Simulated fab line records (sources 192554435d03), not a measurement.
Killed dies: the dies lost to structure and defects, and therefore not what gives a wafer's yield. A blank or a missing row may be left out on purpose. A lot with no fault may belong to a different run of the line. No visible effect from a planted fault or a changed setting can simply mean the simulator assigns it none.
Chamber matching :: flow n5-finfet :: uv-cure-02 running N5_BEOL_M5_CURE_80: 3 sister chambers
The step cures SiCOH lowk, time 120 s. 16 wafers are shown with their chamber, then 8 later ones without.

WAFERS, EACH WITH ITS CHAMBER
wafer: L075.1
chamber: 2
wafer_temp_C_max: 372.1
lamp-power-pct (%): 52.25

wafer: L075.2
chamber: 2
wafer_temp_C_max: 372.4
lamp-power-pct (%): 52.29

wafer: L075.4
chamber: 2
wafer_temp_C_max: 371.6
lamp-power-pct (%): 52.33

wafer: L076.4
chamber: 0
wafer_temp_C_max: 371.4
lamp-power-pct (%): 52.31

wafer: L076.5
chamber: 0
wafer_temp_C_max: 371.3
lamp-power-pct (%): 52.31

wafer: L076.6
chamber: 0
wafer_temp_C_max: 371.6
lamp-power-pct (%): 52.32

wafer: L077.1
chamber: 0
wafer_temp_C_max: 371.7
lamp-power-pct (%): 52.27

wafer: L077.2
chamber: 0
wafer_temp_C_max: 371.4
lamp-power-pct (%): 52.34

wafer: L077.6
chamber: 0
wafer_temp_C_max: 372.1
lamp-power-pct (%): 52.27

wafer: L078.1
chamber: 1
wafer_temp_C_max: 371.7
lamp-power-pct (%): 52.21

wafer: L078.4
chamber: 1
wafer_temp_C_max: 371.7
lamp-power-pct (%): 52.32

wafer: L078.6
chamber: 1
wafer_temp_C_max: 372.1
lamp-power-pct (%): 52.35

wafer: L080.1
chamber: 1
wafer_temp_C_max: 372.4
lamp-power-pct (%): 52.24

wafer: L080.3
chamber: 1
wafer_temp_C_max: 372.2
lamp-power-pct (%): 52.24

wafer: L080.4
chamber: 1
wafer_temp_C_max: 371.4
lamp-power-pct (%): 52.29

wafer: L081.2
chamber: 1
wafer_temp_C_max: 372.0
lamp-power-pct (%): 52.24

SIGNATURES (averages over the wafers above)
reading: wafer_temp_C_max
chamber 0: 371.583
chamber 1: 371.929
chamber 2: 372.033
scatter within a chamber: 0.336

reading: lamp-power-pct
chamber 0: 52.3033
chamber 1: 52.2700
chamber 2: 52.2900
scatter within a chamber: 0.0418
Rule: a wafer's distance from a chamber is the root of the sum, over the readings, of the square of ((its reading less the chamber's mean) divided by the reading's scatter). If the next closest chamber is less than 2 further off than the closest, the wafer can't be placed; otherwise it belongs to the closest. The scatter: the root of (the sum of the squares of (reading less its chamber's mean) over the shown wafers, divided by (wafers less chambers)).

WAFERS WITH NO CHAMBER GIVEN
wafer: L081.4
wafer_temp_C_max: 372.0
lamp-power-pct (%): 52.48

wafer: L081.6
wafer_temp_C_max: 371.5
lamp-power-pct (%): 52.20

wafer: L083.1
wafer_temp_C_max: 371.9
lamp-power-pct (%): 52.29

wafer: L083.2
wafer_temp_C_max: 372.3
lamp-power-pct (%): 52.24

wafer: L083.6
wafer_temp_C_max: 372.4
lamp-power-pct (%): 52.43

wafer: L096.1
wafer_temp_C_max: 372.2
lamp-power-pct (%): 52.31

wafer: L096.3
wafer_temp_C_max: 371.8
lamp-power-pct (%): 52.39

wafer: L096.5
wafer_temp_C_max: 372.5
lamp-power-pct (%): 52.29

WHICH CHAMBER EACH WENT THROUGH
wafer: L081.4
from the rows above: can't be placed: 0 or 2 or 1
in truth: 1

wafer: L081.6
from the rows above: can't be placed: 1 or 0 or 2
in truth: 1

wafer: L083.1
from the rows above: can't be placed: 2 or 1 or 0
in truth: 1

wafer: L083.2
from the rows above: can't be placed: 1 or 2 or 0
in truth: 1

wafer: L083.6
from the rows above: can't be placed: 2 or 0 or 1
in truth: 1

wafer: L096.1
from the rows above: can't be placed: 2 or 1 or 0
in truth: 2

wafer: L096.3
from the rows above: can't be placed: 0 or 2 or 1
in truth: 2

wafer: L096.5
from the rows above: can't be placed: 2 or 1 or 0
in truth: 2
Placed correctly: 0 of 8. Unplaceable from these rows: 8, with the true chamber sitting among the candidates in 8. 0 placed wrongly.
